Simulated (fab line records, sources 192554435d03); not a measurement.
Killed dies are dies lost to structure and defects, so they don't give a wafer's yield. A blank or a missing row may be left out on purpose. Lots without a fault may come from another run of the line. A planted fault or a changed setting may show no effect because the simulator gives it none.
One fault seen from 3 desks | flow n5_finfet | each desk has only its own numbers; what lay behind them comes last

THE METROLOGY DESK
What the gauges read, lot by lot, whatever tool the lot ran on: means of the sampled wafers that have a number. A lot is out of limits, marked OUT, if its mean lies more than 4 standard deviations from the usual mean; the brackets give that distance.
Columns: A = V5_OVL at N5_BEOL_M6_OVL_MEAS_29, usual 0.3 nm
lot  | first seen here | A
L183 | day 9 20:13     | 1.0
L190 | day 13 06:57    | -0.6
L195 | day 14 07:19    | -0.1
L196 | day 15 19:43    | 0.7
L200 | day 15 21:22    | 0.8
L202 | day 15 21:38    | 1.1
L205 | day 16 06:45    | 0.7
This desk's finding: nothing out of limits on any of the 7 lots.

THE DEFECT DESK
What the inspections along the route counted, lot by lot: means of the sampled wafers that have a number. A lot is out of limits, marked OUT, if its mean lies more than 4 standard deviations from the usual mean; the brackets give that distance.
Columns: A = raw_defect_count at N5_BEOL_M6_INSPECT_30, usual 418
lot  | first seen here | A
L183 | day 9 20:16     | 450
L190 | day 13 07:00    | 400
L195 | day 14 07:22    | 475
L196 | day 15 19:47    | 454
L200 | day 15 21:25    | 386
L202 | day 15 21:41    | 344
L205 | day 16 06:48    | 356
This desk's finding: nothing out of limits on any of the 7 lots.

THE TOOL OWNER'S DESK: rie_diel-05
The tool's own readings at N5_BEOL_M6_ETCH_41 (etches SiCN in CH3F/O2, target depth 29.7 nm, time 52 s): means of the sampled wafers that have a number, for each lot that ran on this tool. A lot is out of limits, marked OUT, if its mean lies more than 4 standard deviations from the usual mean; the brackets give that distance.
Columns: A = drypump_motor_current_A at N5_BEOL_M6_ETCH_41, usual 5.9 A; B = oes_product_au at N5_BEOL_M6_ETCH_41, usual 0.79 a.u.; C = rf_vpp_V at N5_BEOL_M6_ETCH_41, usual 296.9 V; D = run_length_s at N5_BEOL_M6_ETCH_41, usual 75.2 s; E = showerhead_plenum_p_Torr at N5_BEOL_M6_ETCH_41, usual 1.98 Torr; F = throttle_valve_pct at N5_BEOL_M6_ETCH_41, usual 16.31 %
lot  | first seen here | A   | B    | C     | D              | E    | F
L183 | day 9 20:46     | 5.5 | 0.82 | 297.7 | 75.4           | 2.02 | 16.23
L190 | day 13 07:20    | 5.5 | 0.84 | 297.4 | 75.1           | 1.99 | 16.10
L196 | day 15 20:31    | 5.5 | 0.74 | 298.8 | 88.8 (+30) OUT | 2.04 | 16.47
L200 | day 15 21:44    | 5.5 | 0.84 | 295.4 | 85.0 (+21) OUT | 1.96 | 16.04
L202 | day 15 22:08    | 5.9 | 0.78 | 297.4 | 85.6 (+23) OUT | 2.00 | 16.37
This desk's finding: out of limits on L196, L200, L202; first on L196, day 15 20:31 (run_length_s at N5_BEOL_M6_ETCH_41). In limits: L183, L190.

PUT TOGETHER
The tool owner's desk could have raised an alarm at day 15 20:31, on L196, L200, L202.
The metrology desk saw nothing out of limits.
The defect desk saw nothing out of limits.
The metrology desk has L196, L200, L202 on record, within its limits.
The defect desk has L196, L200, L202 on record, within its limits.
Of the lots named, all ran N5_BEOL_M6_ETCH_41 on rie_diel-05.

WHAT THE SIMULATOR HAD PUT IN
Process parameter drift: rie_diel-05, from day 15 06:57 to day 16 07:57, at N5_BEOL_M6_ETCH_41. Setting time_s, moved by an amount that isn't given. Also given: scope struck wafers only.
Lots struck among those shown: L196, L200, L202.
Hours from the fault's start to each desk's first reading out of limits: the tool owner's desk, 14.
